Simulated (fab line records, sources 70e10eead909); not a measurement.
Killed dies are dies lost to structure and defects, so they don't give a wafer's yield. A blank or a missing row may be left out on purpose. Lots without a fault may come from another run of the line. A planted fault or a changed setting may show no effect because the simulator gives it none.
Chamber matching | flow nand_harc | NHARC_A_STAIRCASE_DEP_301 on pecvd-03: 3 sister chambers
The step deposits SiON, target thk 30 nm. 3 wafers are shown with their chamber, then 8 later ones without.

WAFERS WITH THEIR CHAMBER
wafer  | chamber | heater_power_w (W)
L089.1 | 1       | 662
L089.5 | 0       | 574
L089.2 | 2       | 741

WAFERS WITHOUT THEIR CHAMBER
wafer  | heater_power_w (W)
L089.3 | 561
L089.4 | 656
L096.2 | 682
L096.4 | 750
L096.6 | 697
L096.1 | 686
L096.3 | 766
L096.5 | 703

WHICH CHAMBER EACH WENT THROUGH
wafer  | from the rows above     | in truth
L089.3 | 0                       | 0
L089.4 | 1                       | 1
L096.2 | can't be placed: 1 or 2 | 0
L096.4 | 2                       | 2
L096.6 | can't be placed: 1 or 2 | 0
L096.1 | can't be placed: 1 or 2 | 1
L096.3 | 2                       | 2
L096.5 | can't be placed: 2 or 1 | 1
Placed correctly: 4 of 8. Can't be placed from these rows: 4 (the true chamber is among the candidates in 2). Placed wrongly: 0.
How it was worked out, from the rows above alone: a wafer's distance from a chamber is the root of the sum, over the readings, of the square of ((its reading less the chamber's mean) divided by the reading's scatter). The wafer belongs to the nearest chamber; if the next one is less than 2 further off, it can't be placed. A chamber's mean is the mean of its shown wafers. The scatter: with one shown wafer a chamber, the root of the mean of the squares of how far each hidden wafer lies from its nearest shown one.
